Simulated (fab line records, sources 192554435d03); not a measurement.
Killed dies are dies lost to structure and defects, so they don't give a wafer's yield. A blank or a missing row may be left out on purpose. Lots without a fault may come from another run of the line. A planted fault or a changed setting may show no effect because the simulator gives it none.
fab line records | flow n5_finfet
record lots=12 wafers=35 last_day=24
route steps=1938 shown BEOL_M11@1597 BEOL_M12@1613
lots that met no fault: from a run of the same line without faults
start_h: hours from the record's first day to the start of the lot's first wafer shown | wait_h: hours since the lot's step before | " the same as in the row above | L1.1+2: a row that stands for several wafers | - no value, or no start given | * or withheld: withheld | < > ~ a bound
route shown NAME@n: a module of which the file shows steps, and the number in the route of the first | usual: mean/standard deviation of fault-free wafers | same: alike in all rows | chamber/n: place in a boat | sites: the reading at each site | _std_site: their standard deviation | _edge_site: outer sites' mean less inner sites' | radius_mm: how far each site lies from the wafer's centre | mask NAME#n: copy n | behind: the tool/chamber that last shaped the wafer | hold: why the lot was held/for how many hours/how that ended | device: the transistor (n, p or np) that didn't switch | end of line: the same wafers' tests at the end of the route | a step without rows: its recipe alone | killed: dies lost to structure and defects at the first sort, not the wafer's yield | map: a wafer's dies, x killed, . not, _ none there
set.NAME: the setting as run; set.NAME@STEP: as run at that earlier step | model.NAME: the simulator's own value behind a step, which no gauge read
steps of the route over a sample of lots; a table a step, a row a wafer
services: from which hour (start_h, from the record's first day; less than 0 if before it) a tool's chamber was out of use, for how many hours, and why
## steps
# step N5_BEOL_M11_THK_MEAS_53
# recipe thk_meas_gauge=xrf reads=Cu_of_BEOL_M11_ECD_50
# usual M11_THK=136.4/3
# columns lot.wafer tool chamber start_h wait_h M11_THK[nm]
L853.1 film_metro-02 - 365.50 - 132.5
L853.4 " - " " 139.1
L853.6 " - " " 135.2
L855.2 film_metro-01 - 397.11 - 139.5
L855.3 " - " " 134.5
L855.6 " - " " 137.8
L857.1 film_metro-01 - 419.30 - 137.0
L857.2 " - " " 134.0
L857.3 " - " " 136.4
L858.1 film_metro-01 - 428.32 - 142.5
L858.5 " - " " 142.0
L858.6 " - " " 138.1
L862.1 film_metro-02 - 428.60 - 142.1
L862.2 " - " " 139.3
L862.3 " - " " 134.3
L861.1 film_metro-01 - 464.70 - 140.0
L861.3 " - " " 138.3
L861.4 " - " " 142.5
L860.1 film_metro-01 - 468.17 - 140.7
L860.5 " - " " 132.5
L860.6 " - " " 136.3
L865.2 film_metro-01 - 476.29 - 132.1
L865.4 " - " " 140.0
L865.6 " - " " 129.7
L868.2 film_metro-02 - 477.67 - 133.3
L868.5 " - " " 130.4
L868.6 " - " " 139.4
L873.4 film_metro-01 - 502.74 - 136.6
L873.5 " - " " 132.8
L873.6 " - " " 131.7
L872.3 film_metro-02 - 521.88 - 134.9
L872.4 " - " " 134.1
L872.6 " - " " 137.9
L875.1 film_metro-02 - 531.56 - 137.8
L875.6 " - " " 136.4
# step N5_BEOL_M12_OVL_MEAS_11
# recipe points_per_wafer=44
# usual V11_OVL=2/6.6
# columns lot.wafer tool chamber start_h wait_h V11_OVL[nm]
L853.1 overlay-01 0 366.27 0.0 -3
L853.4 " 0 " " -12
L853.6 " 0 " " -13
L855.2 overlay-02 0 397.94 0.0 10
L855.3 " 0 " " -1
L855.6 " 0 " " 12
L857.1 overlay-02 0 420.08 0.0 -3
L857.2 " 0 " " -2
L857.3 " 0 " " 2
L858.1 overlay-02 0 428.97 0.0 -1
L858.5 " 0 " " -8
L858.6 " 0 " " 4
L862.1 overlay-02 0 429.25 0.0 11
L862.2 " 0 " " 8
L862.3 " 0 " " 6
L861.1 overlay-01 0 465.48 0.0 -5
L861.3 " 0 " " -8
L861.4 " 0 " " -1
L860.1 overlay-01 0 468.83 0.0 7
L860.5 " 0 " " 4
L860.6 " 0 " " 6
L865.2 overlay-01 0 477.07 0.0 12
L865.4 " 0 " " 13
L865.6 " 0 " " 4
L868.2 overlay-02 0 478.45 0.0 5
L868.5 " 0 " " 3
L868.6 " 0 " " -4
L873.4 overlay-01 0 503.40 0.0 -4
L873.5 " 0 " " -3
L873.6 " 0 " " 6
L872.3 overlay-02 0 522.66 0.0 -11
L872.4 " 0 " " -2
L872.6 " 0 " " 3
L875.1 overlay-01 0 532.34 0.0 6
L875.6 " 0 " " -7
# step N5_BEOL_M12_STRIP_63
# recipe chemistry=N2/H2 power_w=1000 temp_c=250 h2_frac=0.65 overash_fraction=0.3 pressure_mtorr=1000 n2_flow_sccm=1750 h2_flow_sccm=3250
# usual drypump_motor_current_A=5.9/0.34 heater_power_w=356/22 oes_product_au=0.693/0.0048 strip_time_to_endpoint_s=42.9/1
# columns lot.wafer tool chamber start_h wait_h drypump_motor_current_A heater_power_w oes_product_au rf_hours_counter_h strip_time_to_endpoint_s
L853.1 plasma_asher-01 0 366.75 - 6.2 341 0.697 89 42.6
L853.4 " 0 " " 6.2 340 0.693 - 42.0
L853.6 " 1 " " 5.8 348 0.689 - 42.8
L855.2 plasma_asher-01 0 398.31 - 6.2 343 0.689 95 44.6
L855.3 " 1 " " 5.8 342 0.687 - 43.9
L855.6 " 0 " " 6.2 339 0.696 - 42.9
L857.1 plasma_asher-02 1 420.43 - 5.9 360 0.683 150 41.7
L857.2 " 0 " " 5.3 400 0.687 150 41.8
L857.3 " 1 " " 5.9 357 0.689 - 40.3
L858.1 plasma_asher-01 1 429.33 - 5.9 347 0.705 100 43.5
L858.5 " 0 " " 6.2 349 0.693 - 42.1
L858.6 " 1 " " 5.8 347 0.699 - 44.0
L862.1 plasma_asher-02 1 429.60 - 5.9 363 0.687 152 43.8
L862.2 " 0 " " 5.3 400 0.685 152 45.4
L862.3 " 1 " " 5.9 362 0.691 - 42.9
L861.1 plasma_asher-01 1 465.82 - 5.9 337 0.693 106 42.6
L861.3 " 1 " " 5.9 348 0.689 - 43.6
L861.4 " 0 " " 6.2 347 0.690 - 41.7
L860.1 plasma_asher-01 1 469.17 - 5.8 347 0.694 106 43.8
L860.5 " 1 " " 5.8 335 0.689 - 43.7
L860.6 " 0 " " 6.2 348 0.695 - 43.8
L865.2 plasma_asher-01 1 477.41 - 5.9 334 0.695 108 43.2
L865.4 " 1 " " 5.9 341 0.698 - 42.5
L865.6 " 1 " " 5.9 341 0.691 - 42.6
L868.2 plasma_asher-02 0 478.89 - 5.3 393 0.693 161 42.9
L868.5 " 1 " " 5.9 359 0.688 - 41.8
L868.6 " 0 " " 5.2 396 0.691 - 42.4
L873.4 plasma_asher-01 1 504.44 - 5.8 342 0.693 - 41.8
L873.5 " 1 " " 5.8 341 0.692 - 43.6
L873.6 " 0 " " 6.2 336 0.702 - 44.2
L872.3 plasma_asher-01 1 523.03 - 5.8 337 0.689 - 44.3
L872.4 " 0 " " 6.2 333 0.686 - 42.1
L872.6 " 0 " " 6.2 338 0.695 - 43.3
L875.1 plasma_asher-01 0 532.68 - 6.2 341 0.686 123 42.3
L875.6 " 1 " " 5.8 342 0.691 - 43.4
# step N5_BEOL_M12_COAT_22
# recipe spin_rpm=2888 resist_thk_nm=300
# usual spin_speed_rpm=2887.6/2
# columns lot.wafer tool chamber start_h wait_h spin_speed_rpm
L853.1 litho_track-02 0 367.00 - 2887.9
L853.4 " 0 " " 2883.7
L853.6 " 0 " " 2891.9
L855.2 litho_track-05 0 398.56 - 2889.5
L855.3 " 0 " " 2885.7
L855.6 " 0 " " 2884.2
L857.1 litho_track-01 0 420.68 - 2887.5
L857.2 " 0 " " 2889.2
L857.3 " 0 " " 2889.3
L858.1 litho_track-01 0 429.58 - 2886.3
L858.5 " 0 " " 2887.9
L858.6 " 0 " " 2889.7
L862.1 litho_track-01 0 429.85 - 2886.0
L862.2 " 0 " " 2887.5
L862.3 " 0 " " 2886.9
L861.1 litho_track-02 0 466.07 - 2887.5
L861.3 " 0 " " 2888.8
L861.4 " 0 " " 2890.2
L860.1 litho_track-05 0 469.42 - 2886.9
L860.5 " 0 " " 2885.1
L860.6 " 0 " " 2886.2
L865.2 litho_track-01 0 477.66 - 2885.6
L865.4 " 0 " " 2887.6
L865.6 " 0 " " 2885.2
L868.2 litho_track-01 0 479.14 - 2888.8
L868.5 " 0 " " 2886.0
L868.6 " 0 " " 2887.0
L873.4 litho_track-01 0 504.67 - 2693.9
L873.5 " 0 " " 2694.0
L873.6 " 0 " " 2693.9
L872.3 litho_track-01 0 523.30 - 2694.0
L872.4 " 0 " " 2696.0
L872.6 " 0 " " 2693.6
L875.1 litho_track-02 0 532.93 - 2888.1
L875.6 " 0 " " 2889.9
## services
# columns tool chamber start_h hours kind
plasma_asher-02 - 438.24 1.3 repair
plasma_asher-02 - 505.50 9.0 pm
plasma_asher-02 0 505.50 9.0 vent_cycle
plasma_asher-02 1 505.50 9.0 vent_cycle
plasma_asher-02 0 514.50 - clean
plasma_asher-02 1 514.50 - clean
## key
first_sign step=N5_BEOL_M12_COAT_22 reading=spin_speed_rpm direction=down sigmas=98 usual=* struck=*
effect none on later readings
met_at N5_BEOL_M12_COAT_22
struck_lots L872,L873
not_acting_at N5_BEOL_M11_THK_MEAS_53,N5_BEOL_M12_OVL_MEAS_11,N5_BEOL_M12_STRIP_63
onset_between 479.14 504.67
fault kind=process_parameter_drift tool=litho_track-01 chamber=- onset_h=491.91 steps=N5_BEOL_M12_COAT_22 channel=spin_rpm offset=* shape=step end_h=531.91 acts_in=* stated=*
